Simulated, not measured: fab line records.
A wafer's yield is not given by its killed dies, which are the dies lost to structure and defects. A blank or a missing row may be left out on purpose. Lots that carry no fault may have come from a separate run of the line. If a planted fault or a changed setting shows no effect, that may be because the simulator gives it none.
fab line records | flow n5-finfet
[record] lots = 10 | wafers = 30 | last-day = 19
route steps=1938 shown BEOL_M1@824 TV_LITHO@1886 TV_OPEN@1887 PASSIVATION@1911
lots untouched by any fault: they come from a run of this same line in which no faults occurred
start-h: hours from the record's opening day to when the first of the lot's shown wafers began | wait-h: hours elapsed since this lot's preceding step | " same as the row above | L1.1+2: one row covering several wafers at once | - either no value or no given start | * or withheld: withheld | < > ~ a bound
route shown NAME@n: NAME is a module with steps in the file, n the number in the route of the first one | usual: mean/standard deviation of fault-free wafers | same: alike in all rows | chamber/n: place in a boat | sites: each site's reading | _std_site: standard deviation of those values | _edge_site: mean of outer sites minus mean of inner sites | radius-mm: how far each site lies from the wafer's centre | mask NAME#n: copy n | behind: the tool/chamber that last shaped the wafer | hold: why the lot went on hold/how many hours it stayed there/how the hold came to an end | device: which transistor (n, p or np) failed to switch | end of line: the same wafers' tests at the end of the route | step lacking rows: just its recipe | killed: count of dies lost to structure and defects at first sort (not the wafer's yield) | map: the dies of a wafer, with x for killed, . for not killed, _ for no die there
set.NAME: the setting the step ran with; set.NAME@STEP: the setting that earlier step ran with | model.NAME: the simulator's own value behind a step, which no gauge read
one table for each step of the route and one row for each wafer, over a sample of lots
services: the hour from which a tool's chamber was out of use, counted from the record's first day as start-h (under 0 if before that day), plus the number of hours and why
[[steps]]
[step N5_BEOL_M1_SPUTTER_90]
[recipe] material = Cu | target-thk-a = 45 | temp-c = -20 | chamber-pressure-pa = 0.07 | power-w = withheld | time-s = 8.29
[usual] chamber-pressure-pa = 0.07/0.00014 | throttle-valve-pct = 30.1/1.4
lot.wafer | tool           | chamber | start-h | wait-h | chamber-pressure-pa | throttle-valve-pct
L650.1    | pvd-sputter-02 | -       | 144.98  | 0.1    | 0.06996             | 30.2
L650.3    | "              | -       | "       | "      | 0.06997             | 31.1
L650.5    | "              | -       | "       | "      | 0.07013             | 30.8
L652.2    | pvd-sputter-01 | -       | 150.08  | 0.1    | 0.07001             | 31.4
L652.3    | "              | -       | "       | "      | 0.07026             | 33.4
L652.5    | "              | -       | "       | "      | 0.07012             | 29.4
L654.1    | pvd-sputter-03 | -       | 160.87  | 0.1    | 0.07008             | 29.7
L654.4    | "              | -       | "       | "      | 0.06997             | 28.2
L654.6    | "              | -       | "       | "      | 0.07029             | 29.9
L656.1    | pvd-sputter-01 | -       | 175.83  | 0.1    | 0.06981             | 33.5
L656.3    | "              | -       | "       | "      | 0.06994             | 29.2
L656.4    | "              | -       | "       | "      | 0.07006             | 31.3
L660.2    | pvd-sputter-01 | -       | 195.63  | 0.1    | 0.06995             | 31.2
L660.4    | "              | -       | "       | "      | 0.07015             | 33.5
L660.5    | "              | -       | "       | "      | 0.07005             | 31.6
L661.2    | pvd-sputter-03 | -       | 199.31  | 0.1    | 0.06992             | 30.7
L661.4    | "              | -       | "       | "      | 0.07016             | 29.3
L661.6    | "              | -       | "       | "      | 0.07037             | 28.3
L663.3    | pvd-sputter-01 | -       | 207.37  | 0.1    | 0.07016             | 33.0
L663.4    | "              | -       | "       | "      | 0.07011             | 31.4
L663.5    | "              | -       | "       | "      | 0.07028             | 29.3
L664.1    | pvd-sputter-01 | -       | 213.13  | 0.1    | 0.0699              | 29.1
L664.2    | "              | -       | "       | "      | 0.06995             | 31.3
L664.5    | "              | -       | "       | "      | 0.07007             | 31.3
L669.2    | pvd-sputter-01 | -       | 253.43  | 0.1    | 0.07002             | 29.2
L669.4    | "              | -       | "       | "      | 0.0702              | 33.4
L669.6    | "              | -       | "       | "      | 0.07013             | 30.3
L673.1    | pvd-sputter-03 | -       | 271.28  | 0.1    | 0.07001             | 28.5
L673.3    | "              | -       | "       | "      | 0.07007             | 30.8
L673.6    | "              | -       | "       | "      | 0.0699              | 28.4
[step N5_PASSIVATION_DESCUM_12]
[recipe] chemistry = O2 | time-s = 7.9 | source-power-w = 50 | bias-power-w = 20 | pressure-mtorr = 20 | rf-frequency-hz = 2.712e+07 | temp-c = 40 | o2-flow-sccm = 225
[usual] bias-power-w = 20.00/0.059 | drypump-motor-current-A = 5.8/0.57 | oes-product-au = 0.77/0.081 | rf-vpp-V = 242.8/1.4 | showerhead-plenum-p-Torr = 2.07/0.068 | throttle-valve-pct = 20.50/0.18
lot.wafer | tool        | chamber | start-h | wait-h | bias-power-w | drypump-motor-current-A | oes-product-au | rf-hours-counter-h | rf-vpp-V | showerhead-plenum-p-Torr | throttle-valve-pct
L652.2    | rie-diel-06 | 3       | 315.26  | 0.3    | 19.97        | 4.9                     | 0.71           | 192                | 242.1    | 2.07                     | 20.53
L652.3    | "           | 0       | "       | "      | 20.03        | 6.5                     | 0.85           | 52                 | 244.7    | 2.13                     | 20.35
L652.5    | "           | 1       | "       | "      | 20.01        | 6.0                     | 0.68           | -                  | 245.2    | 2.15                     | 20.78
L650.1    | rie-diel-04 | 3       | 316.28  | 0.7    | 20.00        | 5.6                     | 0.75           | 162                | 242.4    | 2.01                     | 20.63
L650.3    | "           | 0       | "       | "      | 19.91        | 6.0                     | 0.85           | 72                 | 240.8    | 2.03                     | 20.33
L650.5    | "           | 0       | "       | "      | 19.93        | 6.0                     | 0.84           | -                  | 241.1    | 2.03                     | 20.34
L654.1    | rie-diel-02 | 1       | 329.59  | 0.1    | 19.94        | 6.4                     | 0.70           | 205                | 245.9    | 2.15                     | 20.12
L654.4    | "           | 3       | "       | "      | 20.01        | 6.8                     | 0.77           | 137                | 241.7    | 2.02                     | 20.89
L654.6    | "           | 0       | "       | "      | 19.99        | 5.4                     | 0.81           | -                  | 242.8    | 2.11                     | 20.28
L656.1    | rie-diel-02 | 1       | 342.90  | 0.7    | 20.03        | 6.4                     | 0.70           | 210                | 244.6    | 2.15                     | 20.13
L656.3    | "           | 3       | "       | "      | 20.18        | 6.8                     | 0.77           | 141                | 242.9    | 2.02                     | 20.90
L656.4    | "           | 2       | "       | "      | 19.93        | 6.6                     | 0.76           | 120                | 242.5    | 2.02                     | 20.41
L661.2    | rie-diel-04 | 3       | 350.88  | 0.0    | 19.89        | 5.6                     | 0.74           | 174                | 242.0    | 2.01                     | 20.63
L661.4    | "           | 2       | "       | "      | 19.91        | 5.2                     | 0.66           | 249                | 241.2    | 1.98                     | 20.55
L661.6    | "           | 2       | "       | "      | 19.99        | 5.2                     | 0.66           | -                  | 242.9    | 1.98                     | 20.57
L660.2    | rie-diel-06 | 1       | 371.23  | 0.5    | 19.99        | 6.0                     | 0.67           | 249                | 244.5    | 2.15                     | 20.81
L660.4    | "           | 3       | "       | "      | 20.04        | 4.9                     | 0.69           | 210                | 243.4    | 2.07                     | 20.56
L660.5    | "           | 2       | "       | "      | 20.03        | 5.8                     | 0.71           | -                  | 241.8    | 1.98                     | 20.54
L663.3    | rie-diel-02 | 3       | 377.50  | 0.0    | 19.97        | 6.8                     | 0.75           | 151                | 239.9    | 2.01                     | 20.89
L663.4    | "           | 0       | "       | "      | 19.98        | 5.4                     | 0.79           | 113                | 242.6    | 2.10                     | 20.31
L663.5    | "           | 2       | "       | "      | 19.96        | 6.5                     | 0.75           | -                  | 244.0    | 2.02                     | 20.42
L664.1    | rie-diel-04 | 1       | 400.10  | 0.1    | 20.02        | 5.1                     | 0.79           | 103                | 244.6    | 2.11                     | 20.58
L664.2    | "           | 3       | "       | "      | 19.96        | 5.6                     | 0.73           | 188                | 241.6    | 2.00                     | 20.67
L664.5    | "           | 0       | "       | "      | 19.91        | 6.0                     | 0.81           | -                  | 242.2    | 2.03                     | 20.36
L669.2    | rie-diel-06 | 1       | 437.19  | 0.0    | 19.95        | 6.0                     | 0.96           | 10                 | 244.4    | 2.14                     | 20.49
L669.4    | "           | 2       | "       | "      | 20.05        | 5.7                     | 0.69           | 214                | 242.6    | 1.97                     | 20.57
L669.6    | "           | 2       | "       | "      | 20.05        | 5.7                     | 0.70           | -                  | 240.8    | 1.97                     | 20.57
L673.1    | rie-diel-04 | 0       | 442.18  | 0.2    | 19.99        | 6.0                     | 0.80           | 111                | 244.0    | 2.02                     | 20.36
L673.3    | "           | 3       | "       | "      | 19.87        | 5.6                     | 0.71           | 202                | 241.8    | 2.00                     | 20.69
L673.6    | "           | 3       | "       | "      | 19.87        | 5.6                     | 0.71           | -                  | 241.7    | 2.00                     | 20.67
[step N5_PASSIVATION_PASS_ETCH_74]
[recipe] chemistry = CF4/O2 | target = SiNx | target-depth-a = 2200 | time-s = 110 | ion-energy-ev = 100 | pressure-mtorr = 40 | source-w = 535 | bias-w = 49 | Ar_flow_sccm = 100 | cf4-flow-sccm = 100 | O2_flow_sccm = 10
[usual] drypump-motor-current-A = 5.8/0.56 | oes_f_703_au = 0.77/0.074 | oes-product-au = 0.77/0.08 | rf-vpp-V = 240/4.7 | showerhead-plenum-p-Torr = 2.18/0.065 | throttle-valve-pct = 16.07/0.2
lot.wafer | tool        | chamber | start-h | wait-h | drypump-motor-current-A | oes_f_703_au | oes-product-au | rf-hours-counter-h | rf-vpp-V | showerhead-plenum-p-Torr | throttle-valve-pct
L652.2    | rie-diel-06 | 3       | 315.33  | 0.0    | 5.0                     | 0.68         | 0.69           | 192                | 246      | 2.19                     | 16.15
L652.3    | "           | 0       | "       | "      | 6.5                     | 0.86         | 0.84           | 52                 | 240      | 2.23                     | 15.83
L652.5    | "           | 1       | "       | "      | 6.0                     | 0.68         | 0.68           | -                  | 239      | 2.26                     | 16.38
L650.1    | rie-diel-04 | 3       | 316.35  | 0.0    | 5.6                     | 0.75         | 0.76           | 162                | 239      | 2.12                     | 16.21
L650.3    | "           | 0       | "       | "      | 6.0                     | 0.84         | 0.85           | 73                 | 246      | 2.16                     | 15.97
L650.5    | "           | 0       | "       | "      | 6.0                     | 0.83         | 0.86           | -                  | 245      | 2.16                     | 15.98
L654.1    | rie-diel-02 | 1       | 329.65  | 0.0    | 6.4                     | 0.73         | 0.72           | 205                | 243      | 2.27                     | 15.82
L654.4    | "           | 3       | "       | "      | 6.8                     | 0.77         | 0.78           | 137                | 244      | 2.13                     | 16.38
L654.6    | "           | 0       | "       | "      | 5.4                     | 0.83         | 0.81           | -                  | 243      | 2.21                     | 15.78
L656.1    | rie-diel-02 | 1       | 342.97  | 0.0    | 6.4                     | 0.72         | 0.72           | 210                | 245      | 2.27                     | 15.81
L656.3    | "           | 3       | "       | "      | 6.8                     | 0.77         | 0.77           | 141                | 243      | 2.12                     | 16.37
L656.4    | "           | 2       | "       | "      | 6.5                     | 0.76         | 0.74           | 120                | 232      | 2.13                     | 15.85
L661.2    | rie-diel-04 | 3       | 350.95  | 0.0    | 5.6                     | 0.75         | 0.75           | 174                | 237      | 2.12                     | 16.21
L661.4    | "           | 2       | "       | "      | 5.2                     | 0.65         | 0.66           | 249                | 239      | 2.08                     | 16.17
L661.6    | "           | 2       | "       | "      | 5.2                     | 0.66         | 0.65           | -                  | 239      | 2.08                     | 16.16
L660.2    | rie-diel-06 | 1       | 371.29  | 0.0    | 6.0                     | 0.67         | 0.66           | 249                | 242      | 2.26                     | 16.43
L660.4    | "           | 3       | "       | "      | 4.9                     | 0.67         | 0.68           | 210                | 247      | 2.19                     | 16.21
L660.5    | "           | 2       | "       | "      | 5.7                     | 0.76         | 0.74           | -                  | 231      | 2.10                     | 16.22
L663.3    | rie-diel-02 | 3       | 377.56  | 0.0    | 6.8                     | 0.76         | 0.77           | 151                | 244      | 2.12                     | 16.42
L663.4    | "           | 0       | "       | "      | 5.4                     | 0.80         | 0.80           | 113                | 245      | 2.20                     | 15.82
L663.5    | "           | 2       | "       | "      | 6.5                     | 0.75         | 0.73           | -                  | 233      | 2.13                     | 15.89
L664.1    | rie-diel-04 | 1       | 400.16  | 0.0    | 5.2                     | 0.81         | 0.81           | 103                | 241      | 2.20                     | 16.08
L664.2    | "           | 3       | "       | "      | 5.6                     | 0.73         | 0.73           | 188                | 238      | 2.11                     | 16.24
L664.5    | "           | 0       | "       | "      | 6.0                     | 0.81         | 0.82           | -                  | 244      | 2.16                     | 16.03
L669.2    | rie-diel-06 | 1       | 437.25  | 0.0    | 6.0                     | 0.94         | 0.96           | 10                 | 241      | 2.25                     | 15.97
L669.4    | "           | 2       | "       | "      | 5.6                     | 0.74         | 0.72           | 214                | 232      | 2.09                     | 16.27
L669.6    | "           | 2       | "       | "      | 5.7                     | 0.74         | 0.72           | -                  | 231      | 2.09                     | 16.26
L673.1    | rie-diel-04 | 0       | 442.24  | 0.0    | 6.0                     | 0.80         | 0.81           | 111                | 244      | 2.15                     | 16.06
L673.3    | "           | 3       | "       | "      | 5.6                     | 0.72         | 0.71           | 202                | 238      | 2.11                     | 16.26
L673.6    | "           | 3       | "       | "      | 5.6                     | 0.72         | 0.72           | -                  | 236      | 2.11                     | 16.27
[step N5_PASSIVATION_STRIP_34]
[recipe] chemistry = O2 | power-w = 600 | temp-c = 60 | pressure-mtorr = 30 | rf-frequency-hz = 6e+07 | bias-power-w = 0 | overash-fraction = 2 | o2-flow-sccm = 225
[usual] drypump-motor-current-A = 5.7/0.42 | oes-product-au = 0.80/0.058 | rf-vpp-V = 3.4/1.5 | showerhead-plenum-p-Torr = 2.12/0.099 | throttle-valve-pct = 16.69/0.24
[same] bias-power-w = 0
lot.wafer | tool        | chamber | start-h | wait-h | drypump-motor-current-A | oes-product-au | rf-hours-counter-h | rf-vpp-V | showerhead-plenum-p-Torr | throttle-valve-pct
L652.2    | rie-diel-03 | 3       | 317.21  | 0.1    | 6.5                     | 0.68           | 236                | 1.5      | 2.08                     | 16.74
L652.3    | "           | 1       | "       | "      | 5.4                     | 0.80           | 101                | 4.9      | 2.19                     | 16.70
L652.5    | "           | 3       | "       | "      | 6.5                     | 0.66           | -                  | 3.7      | 2.08                     | 16.66
L650.1    | rie-diel-05 | 2       | 322.17  | 0.2    | 5.6                     | 0.77           | 106                | 3.0      | 2.21                     | 16.69
L650.3    | "           | 0       | "       | "      | 5.6                     | 0.74           | 162                | 2.3      | 1.93                     | 17.07
L650.5    | "           | 3       | "       | "      | 5.5                     | 0.87           | -                  | 3.6      | 2.14                     | 16.63
L654.1    | rie-diel-01 | 3       | 332.25  | 0.1    | 6.4                     | 0.82           | 87                 | 6.2      | 2.22                     | 16.93
L654.4    | "           | 1       | "       | "      | 5.8                     | 0.83           | -                  | 6.0      | 2.05                     | 16.65
L654.6    | "           | 3       | "       | "      | 6.5                     | 0.79           | -                  | 1.3      | 2.22                     | 16.95
L656.1    | rie-diel-03 | 2       | 344.84  | 0.1    | 5.6                     | 0.89           | 32                 | 5.0      | 2.25                     | 16.66
L656.3    | "           | 1       | "       | "      | 5.4                     | 0.78           | 112                | 3.4      | 2.19                     | 16.68
L656.4    | "           | 3       | "       | "      | 6.5                     | 0.67           | 248                | 4.7      | 2.07                     | 16.74
L661.2    | rie-diel-05 | 3       | 353.01  | 0.1    | 5.5                     | 0.83           | 42                 | 0.9      | 2.13                     | 16.71
L661.4    | "           | 2       | "       | "      | 5.7                     | 0.77           | 118                | 3.7      | 2.21                     | 16.72
L661.6    | "           | 0       | "       | "      | 5.5                     | 0.75           | -                  | 4.1      | 1.93                     | 17.14
L660.2    | rie-diel-01 | 3       | 373.41  | 0.2    | 6.4                     | 0.80           | 108                | 3.9      | 2.21                     | 16.99
L660.4    | "           | 3       | "       | "      | 6.5                     | 0.79           | -                  | 4.1      | 2.21                     | 17.03
L660.5    | "           | 1       | "       | "      | 5.8                     | 0.79           | -                  | 2.8      | 2.04                     | 16.65
L663.3    | rie-diel-01 | 1       | 379.92  | 0.1    | 5.9                     | 0.81           | 136                | 4.7      | 2.04                     | 16.64
L663.4    | "           | 1       | "       | "      | 5.8                     | 0.78           | -                  | 5.8      | 2.04                     | 16.75
L663.5    | "           | 3       | "       | "      | 6.5                     | 0.79           | -                  | 4.4      | 2.21                     | 17.06
L664.1    | rie-diel-03 | 1       | 402.55  | 0.1    | 5.5                     | 0.77           | 135                | 4.7      | 2.18                     | 16.70
L664.2    | "           | 0       | "       | "      | 5.7                     | 0.84           | 72                 | 0.9      | 2.20                     | 16.33
L664.5    | "           | 0       | "       | "      | 5.6                     | 0.83           | -                  | 6.5      | 2.20                     | 16.36
L669.2    | rie-diel-05 | 0       | 440.04  | 0.1    | 5.6                     | 0.71           | 208                | 2.8      | 1.92                     | 17.22
L669.4    | "           | 3       | "       | "      | 5.5                     | 0.80           | 74                 | 6.1      | 2.12                     | 16.71
L669.6    | "           | 2       | "       | "      | 5.6                     | 0.73           | -                  | 2.9      | 2.20                     | 16.80
L673.1    | rie-diel-01 | 1       | 446.38  | 0.1    | 5.8                     | 0.77           | 166                | 2.4      | 2.03                     | 16.79
L673.3    | "           | 3       | "       | "      | 6.5                     | 0.77           | 142                | 3.9      | 2.20                     | 17.06
L673.6    | "           | 1       | "       | "      | 5.8                     | 0.77           | -                  | 2.2      | 2.03                     | 16.77
[step N5_PASSIVATION_PROBE_49]
[usual] defect-limited-yield = 91.0/1.4 | killed_at_M0_to_M3 = 33/11 | killed_at_M4_up = 14/5 | killed-at-contacts = 11/7.3 | killed-at-front-end = 43/12 | killed-at-other = 4/3.1 | killed-dies = 106/17 | killed-on-rim = 14/3.8 | killed-open = 69/13 | killed-short = 34/8.7 | sort_bin_5_function = 5.2/0.96 | sort_bin_6_memory = 3.3/0.66 | sort-n-pass = 1074/17 | sort-yield-pct = 91.0/1.4
[same] gross-dies = 1180 | killed-at-back-side = 0 | sort_bin_4_leakage[%] = 0 | sort_bin_8_speed[%] = 0
lot.wafer | tool      | chamber | start-h | wait-h | defect-limited-yield[%] | killed_at_M0_to_M3 | killed_at_M4_up | killed-at-contacts | killed-at-front-end | killed-at-other | killed-dies | killed-on-rim | killed-open | killed-short | sort_bin_5_function[%] | sort_bin_6_memory[%] | sort-n-pass | sort-yield-pct[%]
L661.2    | prober-02 | -       | 357.36  | 0.1    | 92.5                    | 26                 | 10              | 14                 | 38                  | 1               | 89          | 15            | 56          | 31           | 4.5                    | 2.4                  | 1091        | 92.5
L661.4    | prober-02 | -       | 357.46  | 0.2    | 89.1                    | 34                 | 20              | 4                  | 67                  | 4               | 129         | 18            | 72          | 50           | 6.1                    | 3.5                  | 1051        | 89.1
L661.6    | prober-02 | -       | 357.56  | 0.3    | 88.7                    | 41                 | 18              | 7                  | 64                  | 3               | 133         | 16            | 83          | 47           | 6.6                    | 3.8                  | 1047        | 88.7
L660.2    | prober-02 | -       | 377.75  | 0.1    | 88.8                    | 63                 | 10              | 12                 | 43                  | 4               | 132         | 18            | 86          | 38           | 5.7                    | 4.6                  | 1048        | 88.8
L663.3    | prober-02 | -       | 384.38  | 0.1    | 91.7                    | 27                 | 5               | 17                 | 43                  | 6               | 98          | 12            | 59          | 39           | 4.4                    | 3.3                  | 1082        | 91.7
L663.5    | prober-02 | -       | 384.48  | 0.2    | 90.3                    | 44                 | 10              | 13                 | 42                  | 6               | 115         | 11            | 82          | 33           | 5.3                    | 4.1                  | 1065        | 90.3
L664.2    | prober-02 | -       | 407.18  | 0.1    | 88.3                    | 27                 | 16              | 31                 | 60                  | 4               | 138         | 14            | 102         | 30           | 6.3                    | 4.7                  | 1042        | 88.3
L669.2    | prober-01 | -       | 444.63  | 0.1    | 85.3                    | 128                | 10              | 4                  | 30                  | 2               | 174         | 33            | 48          | 29           | 7.8                    | 3.3                  | 1006        | 85.3
L669.4    | prober-01 | -       | 444.73  | 0.2    | 92.4                    | 43                 | 14              | 4                  | 26                  | 3               | 90          | 9             | 56          | 33           | 4.8                    | 2.1                  | 1090        | 92.4
L669.6    | prober-01 | -       | 444.83  | 0.3    | 89.8                    | 43                 | 17              | 15                 | 36                  | 9               | 120         | 13            | 82          | 38           | 5.1                    | 4.9                  | 1060        | 89.8
// killed by level:class
L661.2 MOL_CONTACT_COAG:geometric-particle:open=11 FIN_SAQP:geometric-particle:short=7 GATE_CUT:geometric-particle:short=7 BEOL_M0_SAQP:geometric-particle:short=6 BEOL_M0_SAQP:geometric-particle:open=6 BEOL_M2:geometric-particle:open=5 BEOL_M3:geometric-particle:open=5 STARTING-WAFER:geometric-particle:open=5
L661.4 GATE_CUT:geometric-particle:short=14 FIN_SAQP:geometric-particle:short=12 BEOL_M4:geometric-particle:open=12 FIN_SAQP:geometric-particle:open=11 BEOL_M0_SAQP:geometric-particle:open=9 HKMG_FIN:area-etch=7 STI_FIN_REVEAL:geometric-particle:open=6 BEOL_M1:geometric-particle:open=6
L661.6 FIN_SAQP:geometric-particle:short=20 BEOL_M0_SAQP:geometric-particle:open=12 FIN_SAQP:geometric-particle:open=10 BEOL_M2:geometric-particle:open=10 BEOL_M4:geometric-particle:open=9 DUMMY_GATE:geometric-particle:open=6 GATE_CUT:geometric-particle:short=5 MOL_CONTACT_COAG:geometric-particle:open=5
L660.2 BEOL_M0_SAQP:geometric-particle:open=17 BEOL_M0_SAQP:geometric-particle:short=17 BEOL_M2:geometric-particle:open=14 MOL_CONTACT_COAG:geometric-particle:open=12 DUMMY_GATE:geometric-particle:open=10 HKMG_FIN:area-etch=7 STI_FIN_REVEAL:geometric-particle:open=6 GATE_CUT:geometric-particle:open=6
L663.3 BEOL_M0_SAQP:geometric-particle:short=14 MOL_CONTACT_COAG:geometric-particle:open=14 STI_FIN_REVEAL:geometric-particle:open=11 FIN_SAQP:geometric-particle:open=10 FIN_SAQP:geometric-particle:short=5 STI_FIN_REVEAL:geometric-particle:short=4 DUMMY_GATE:geometric-particle:open=4 BEOL_M0_SAQP:geometric-particle:open=4
L663.5 STI_FIN_REVEAL:geometric-particle:open=15 BEOL_M0_SAQP:geometric-particle:open=13 BEOL_M0_SAQP:geometric-particle:short=12 MOL_CONTACT_COAG:geometric-particle:open=11 FIN_SAQP:geometric-particle:open=10 BEOL_M1:geometric-particle:open=7 BEOL_M1:geometric-particle:short=5 BEOL_M2:geometric-particle:open=5
L664.2 MOL_CONTACT_COAG:geometric-particle:open=26 STI_FIN_REVEAL:geometric-particle:open=24 BEOL_M0_SAQP:geometric-particle:open=7 FIN_SAQP:geometric-particle:open=6 BEOL_M0_SAQP:geometric-particle:short=6 HKMG_FIN:area-etch=6 FIN_SAQP:geometric-particle:short=5 STI_FIN_REVEAL:geometric-particle:short=5
L669.2 BEOL_M1:unspecified=96 BEOL_M1:geometric-particle:open=11 BEOL_M0_SAQP:geometric-particle:short=10 STI_FIN_REVEAL:geometric-particle:open=6 BEOL_M0_SAQP:geometric-particle:open=5 STARTING-WAFER:geometric-particle:short=4 FIN_SAQP:geometric-particle:short=3 FIN_SAQP:geometric-particle:open=3
L669.4 BEOL_M0_SAQP:geometric-particle:short=9 BEOL_M0_SAQP:geometric-particle:open=8 BEOL_M1:geometric-particle:open=7 BEOL_M4:geometric-particle:open=7 BEOL_M2:geometric-particle:open=6 STI_FIN_REVEAL:geometric-particle:open=4 BEOL_M3:geometric-particle:open=4 FIN_SAQP:geometric-particle:short=3
L669.6 MOL_CONTACT_COAG:geometric-particle:open=13 BEOL_M0_SAQP:geometric-particle:open=13 BEOL_M0_SAQP:geometric-particle:short=11 BEOL_M4:geometric-particle:open=9 STI_FIN_REVEAL:geometric-particle:open=8 FIN_SAQP:geometric-particle:open=7 GATE_CUT:geometric-particle:short=7 BEOL_M1:geometric-particle:open=7
[[services]]
tool           | chamber | start-h | hours | kind
rie-diel-02    | -       | 136.73  | 2.7   | repair
rie-diel-04    | -       | 153.50  | 0.6   | repair
rie-diel-06    | 1       | 160.12  | 7.3   | repair
rie-diel-03    | 2       | 165.53  | 5.8   | repair
rie-diel-02    | 2       | 188.45  | 8.4   | repair
rie-diel-05    | 0       | 191.10  | 10.4  | repair
rie-diel-01    | 2       | 193.46  | 18.9  | repair
rie-diel-06    | 1       | 198.28  | 9.6   | repair
rie-diel-03    | 2       | 206.92  | 7.6   | repair
rie-diel-04    | -       | 216.50  | 0.6   | repair
rie-diel-02    | 1       | 227.08  | 8.1   | repair
rie-diel-04    | 1       | 232.09  | 5.6   | repair
rie-diel-03    | -       | 255.51  | 15.6  | pm
rie-diel-05    | -       | 266.94  | 15.6  | pm
rie-diel-01    | -       | 288.94  | 2.8   | pm
rie-diel-05    | 0       | 293.56  | 3.4   | repair
rie-diel-06    | 3       | 296.14  | 2.1   | repair
rie-diel-02    | 2       | 333.65  | 4.7   | repair
pvd-sputter-03 | -       | 353.36  | 1.1   | repair
rie-diel-01    | 2       | 385.76  | 11.6  | repair
rie-diel-02    | 0       | 410.64  | 6.7   | repair
rie-diel-02    | 3       | 411.52  | 9.5   | repair
rie-diel-01    | 2       | 437.56  | 4.9   | repair
rie-diel-02    | 0       | 444.47  | 3.3   | repair
[[key]]
[first-sign] step = N5_PASSIVATION_PROBE_49 | reading = killed_at_M0_to_M3 | direction = up | sigmas = 8.8 | usual = 33 | struck = 128
[effect] step = N5_PASSIVATION_PROBE_49 | reading = defect-limited-yield | direction = down | sigmas = 4 | usual = 91.0 | struck = 85.3
[more-kills-born-at] N5_BEOL_M1_SPUTTER_90@pvd-sputter-01 = 96
met-at N5_BEOL_M1_SPUTTER_90
struck-lots L669
struck-wafers L669.2
not-acting-at N5_PASSIVATION_DESCUM_12,N5_PASSIVATION_PASS_ETCH_74,N5_PASSIVATION_STRIP_34
onset-between 213.13 253.43
[fault] kind = chamber-particle-source | tool = pvd-sputter-01 | chamber = - | onset-h = 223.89 | steps = N5_BEOL_M1_SPUTTER_90 | rate-per-visit-cm2 = 2.1942 | end-h = 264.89 | scope = struck-wafers-only
